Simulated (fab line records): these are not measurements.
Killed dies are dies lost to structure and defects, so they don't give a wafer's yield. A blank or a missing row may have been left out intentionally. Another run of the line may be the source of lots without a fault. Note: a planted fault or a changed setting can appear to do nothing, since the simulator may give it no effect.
Chamber matching | flow n5-finfet | rie-diel-06 running N5_FIN_SAQP_HM_OPEN_73: 4 sister chambers
The step chemistry CHF3/O2, target SiO2, stops on a-Si, target depth 12 nm, time 16.8 s. 7 wafers are shown with their chamber, then 7 later ones without.

WAFERS, EACH WITH ITS CHAMBER
wafer  | chamber | drypump-motor-current-A (A) | rf-vpp-V (V)
L076.1 | 3       | 5.3                         | 526
L086.5 | 1       | 6.5                         | 537
L086.6 | 0       | 5.7                         | 499
L089.4 | 1       | 6.5                         | 536
L089.6 | 2       | 5.3                         | 508
L090.1 | 3       | 5.3                         | 523
L090.4 | 2       | 5.4                         | 506

WAFERS WITH NO CHAMBER GIVEN
wafer  | drypump-motor-current-A (A) | rf-vpp-V (V)
L090.6 | 5.3                         | 526
L093.1 | 5.7                         | 500
L093.4 | 5.4                         | 507
L093.5 | 5.8                         | 499
L094.2 | 5.7                         | 500
L094.5 | 5.3                         | 527
L094.6 | 5.4                         | 506

WHICH CHAMBER EACH WENT THROUGH
wafer  | from the rows above | in truth
L090.6 | 3                   | 3
L093.1 | 0                   | 0
L093.4 | 2                   | 2
L093.5 | 0                   | 0
L094.2 | 0                   | 0
L094.5 | 3                   | 3
L094.6 | 2                   | 2
Placed correctly: 7 of 7. Number that these rows cannot place: 0. Wrongly placed: 0.
How it was worked out, from the rows above alone: a wafer's distance from a chamber is the root of the sum, over the readings, of the square of ((its reading less the chamber's mean) divided by the reading's scatter). The wafer belongs to the nearest chamber; if the next one is less than 2 further off, it can't be placed. Each chamber's mean is taken over the wafers shown for it. The scatter: take each reading less its chamber's mean, square it, sum over the shown wafers, divide by the number of wafers less the number of chambers, and take the root.
